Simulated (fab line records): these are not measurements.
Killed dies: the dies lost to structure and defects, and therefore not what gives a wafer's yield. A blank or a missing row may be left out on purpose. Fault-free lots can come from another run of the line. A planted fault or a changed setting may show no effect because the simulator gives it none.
The same fault as seen by 3 desks / flow n5 finfet / each desk has only its own numbers; what lay behind them comes last

AT THE METROLOGY DESK
What the gauges read for every lot (on any tool): the sampled wafers with a number, averaged. The brackets show how far a lot's mean lies from the usual mean; more than 4 standard deviations puts the lot out of limits, marked OUT.
Columns: A = cd nm at N5_BEOL_M6_CD_MEAS_28, usual 40.05 nm; B = V5_OVL at N5_BEOL_M6_OVL_MEAS_29, usual 0.3 nm
lot=L869; first seen here=day 9 03:28; A=40.29; B=-0.1
lot=L868; first seen here=day 9 03:44; A=40.30; B=0.0
lot=L876; first seen here=day 11 14:06; A=39.86; B=-0.2
lot=L877; first seen here=day 11 22:24; A=40.20; B=0.7
lot=L884; first seen here=day 13 02:25; A=40.30; B=0.7
lot=L887; first seen here=day 14 02:23; A=40.06; B=0.2
This desk found nothing out of limits on any of the 6 lots.

THE DEFECT DESK
Counts from the inspections along the route, per lot, as means over the sampled wafers that have a number. The brackets show how far a lot's mean lies from the usual mean; more than 4 standard deviations puts the lot out of limits, marked OUT.
Columns: A = raw defect count at N5_BEOL_M6_INSPECT_30, usual 419
lot=L869; first seen here=day 9 03:32; A=324
lot=L868; first seen here=day 9 03:50; A=418
lot=L876; first seen here=day 11 14:11; A=523
lot=L877; first seen here=day 11 22:29; A=380
lot=L884; first seen here=day 13 02:30; A=424
lot=L887; first seen here=day 14 02:28; A=360
This desk found nothing out of limits on any of the 6 lots.

DESK OF THE TOOL OWNER: rie diel-04
The tool's own readings at N5_BEOL_M6_VIA_ETCH_34 (etches SiCOH lowk in C4F6/O2, target depth 126.3 nm, time 50.9 s): means of the sampled wafers that have a number, for each lot that ran on this tool. The brackets show how far a lot's mean lies from the usual mean; more than 4 standard deviations puts the lot out of limits, marked OUT. Only the readings that lie furthest out on some lot appear, 7 of the 8 it has.
Columns: A = O2_flow_sccm at N5_BEOL_M6_VIA_ETCH_34, usual 10.005 sccm; B = oes_f_703_au at N5_BEOL_M6_VIA_ETCH_34, usual 0.83 a.u.; C = oes_o_777_au at N5_BEOL_M6_VIA_ETCH_34, usual 0.83 a.u.; D = oes product au at N5_BEOL_M6_VIA_ETCH_34, usual 0.84 a.u.; E = rf vpp V at N5_BEOL_M6_VIA_ETCH_34, usual 672 V; F = showerhead plenum p Torr at N5_BEOL_M6_VIA_ETCH_34, usual 2.88 Torr; G = throttle valve pct at N5_BEOL_M6_VIA_ETCH_34, usual 20.82 %
lot=L869; first seen here=day 9 03:46; A=10.022; B=0.82; C=0.82; D=0.83; E=662; F=2.92; G=20.74
lot=L876; first seen here=day 11 14:24; A=9.976; B=0.88; C=0.88; D=0.82; E=659; F=2.87; G=20.72
lot=L877; first seen here=day 11 22:43; A=10.017; B=0.88; C=0.88; D=0.74; E=659; F=2.87; G=20.71
This desk found nothing out of limits on any of the 3 lots.

PUT TOGETHER
Metrology desk: nothing out of limits seen.
The defect desk saw nothing out of limits.
The tool owner's desk saw nothing out of limits.

WHAT THE SIMULATOR HAD PUT IN
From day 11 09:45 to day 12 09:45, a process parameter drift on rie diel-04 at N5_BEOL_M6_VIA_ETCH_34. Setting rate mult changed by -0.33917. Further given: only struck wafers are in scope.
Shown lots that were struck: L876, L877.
